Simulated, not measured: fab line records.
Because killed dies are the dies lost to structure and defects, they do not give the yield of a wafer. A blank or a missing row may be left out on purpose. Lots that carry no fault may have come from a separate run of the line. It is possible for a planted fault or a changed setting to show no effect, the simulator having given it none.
Chamber matching    flow nand_harc    NHARC_A_BLC_ALD_23 on ald_metal-04 has 4 sister chambers
The step deposits TiN, target thk 3 nm, pulse time 1 s, ald cycles 150. 8 wafers are shown with their chamber, then 9 later ones without.

## WAFERS PAIRED WITH THEIR CHAMBERS
wafer   chamber  heater_power_w (W)  precursor_pulse_height_rel
L807.4  1        1145                1.026
L812.2  2        920                 1.012
L814.3  1        1104                1.027
L814.5  0        1183                0.984
L814.6  3        1141                1.002
L817.3  0        1178                0.986
L817.5  2        902                 0.974
L817.6  3        1166                1.060

## WAFERS WHOSE CHAMBER IS MISSING
wafer   heater_power_w (W)  precursor_pulse_height_rel
L818.1  1173                0.961
L818.2  916                 0.997
L818.5  912                 1.039
L825.2  927                 1.000
L825.3  1082                1.030
L825.6  1161                0.998
L828.1  1146                1.000
L828.5  935                 1.005
L828.6  1102                0.977

## EACH ONE'S CHAMBER
wafer   from the rows above           in truth
L818.1  can't be placed: 0 or 3       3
L818.2  2                             2
L818.5  2                             2
L825.2  2                             2
L825.3  can't be placed: 1 or 3       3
L825.6  can't be placed: 0 or 3 or 1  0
L828.1  can't be placed: 3 or 1 or 0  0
L828.5  2                             2
L828.6  can't be placed: 1 or 3 or 0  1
Placed correctly: 4 of 9. Can't be placed from these rows: 5 (the true chamber is among the candidates in 5). 0 placed wrongly.
How it was worked out, from the rows above alone: a wafer's distance from a chamber is the root of the sum, over the readings, of the square of ((its reading less the chamber's mean) divided by the reading's scatter). The wafer belongs to the nearest chamber; if the next one is less than 2 further off, it can't be placed. The mean given for a chamber averages the wafers shown for that chamber. The scatter: the root of (the sum of the squares of (reading less its chamber's mean) over the shown wafers, divided by (wafers less chambers)).
